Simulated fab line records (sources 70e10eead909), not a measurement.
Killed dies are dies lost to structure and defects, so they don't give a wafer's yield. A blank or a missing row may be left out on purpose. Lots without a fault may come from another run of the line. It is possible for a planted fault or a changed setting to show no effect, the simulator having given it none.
A lot that was struck, set against a sound lot | flow nandHarc | 14 steps out of a route of 1159
Sound: these wafers, L993.1, L993.3, L993.5. The struck wafers were L998.3, L998.4, L998.6. The cause is named last.
Each step with rows lists, per side, the tool, then ch with its chambers, then its first start. Under that, the readings that differ: sound wafers | struck wafers | difference of the means | sigmas: that difference in standard deviations of wafers without a fault.
alike: words and numbers the same on both sides, and readings whose means are apart by under 2 such deviations; not compared: readings that were withheld, readings missing a value for some wafer, numbers with overlapping values and no deviation given by the record, and bounds like >300 which may hide the same value.
The two part at a step that has a row with sigmas, a row that says differs or no value, or rows on one side only. Numbers that have no deviation but don't overlap get no sigmas and don't part them. A reading that every wafer of one side lacks parts them only if that side has two wafers or more.

first, 5 steps without rows for these wafers: NHARC_A_STAIRCASE_EBR_246; NHARC_A_STAIRCASE_EXPOSE_247 (exposes mask SDS 1); NHARC_A_STAIRCASE_PEB_248 (peb time 130 s); NHARC_A_STAIRCASE_DEVELOP_249 (time 140 s); NHARC_A_STAIRCASE_HARDBAKE_251 (time 140 s).
NHARC_A_STAIRCASE_DESCUM_252: chemistry O2, time 3 s.
  sound on rieDiel-05 ch 0,2,3, day 11 05:01; struck on rieDiel-05 ch 0,3, day 12 08:38
  alike: drypumpMotorCurrentA, oesProductAu, rfVppV, showerheadPlenumPTorr, throttleValvePct
  not compared: rfHoursCounterH
NHARC_A_STAIRCASE_ETCH_253: etches the open film in C4F8/O2, target depth 50 nm, time 20.2 s.
  sound on rieDiel-05 ch 0,2,3, day 11 05:07; struck on rieDiel-05 ch 0,2, day 12 08:44
  alike: oesProductAu, rfVppV
  not compared: rfHoursCounterH
NHARC_A_STAIRCASE_STRIP_254: strips in O2.
  sound on plasmaAsher-02 ch 0,1, day 11 05:15; struck on plasmaAsher-02 ch 0,1, day 12 08:55
  alike: drypumpMotorCurrentA, heaterPowerW
  not compared: rfHoursCounterH
then, 3 steps without rows for these wafers: NHARC_A_STAIRCASE_STRIP_255 (strips in SPM, time 900 s); NHARC_A_STAIRCASE_PRECLEAN_256 (cleans in SC1); NHARC_A_STAIRCASE_SRD_257.
NHARC_A_STAIRCASE_HM_DEP_456: deposits aC, target thk 1500 nm.
  sound on aclDep-03 ch 0, day 11 08:35; struck on aclDep-03 ch 0, day 12 13:58
  alike: throttleValvePct
NHARC_A_STAIRCASE_DEP_259: deposits SiON, target thk 30 nm.
  sound on pecvd-03 ch 1,2, day 11 10:26; struck on pecvd-04 ch 0,2, day 12 15:17
  alike: heaterPowerW
-- the record jumps here: 8 days lie between the struck wafers' starts before and after (it left off in module A_STAIRCASE and takes up again in module END, whose first step shown is number 1159 of the route) --
NHARC_END_SORT_01:
  sound on prober-01 ch 0, day 19 14:38; struck on prober-01 ch 0, day 20 07:51
  alike: killedAtArray, killedAtOther, killedAtPeriphery, killedDies, killedOpen, killedShort

## WHERE THEY PART
Nowhere in this record.

WHY: whatever the simulator had introduced
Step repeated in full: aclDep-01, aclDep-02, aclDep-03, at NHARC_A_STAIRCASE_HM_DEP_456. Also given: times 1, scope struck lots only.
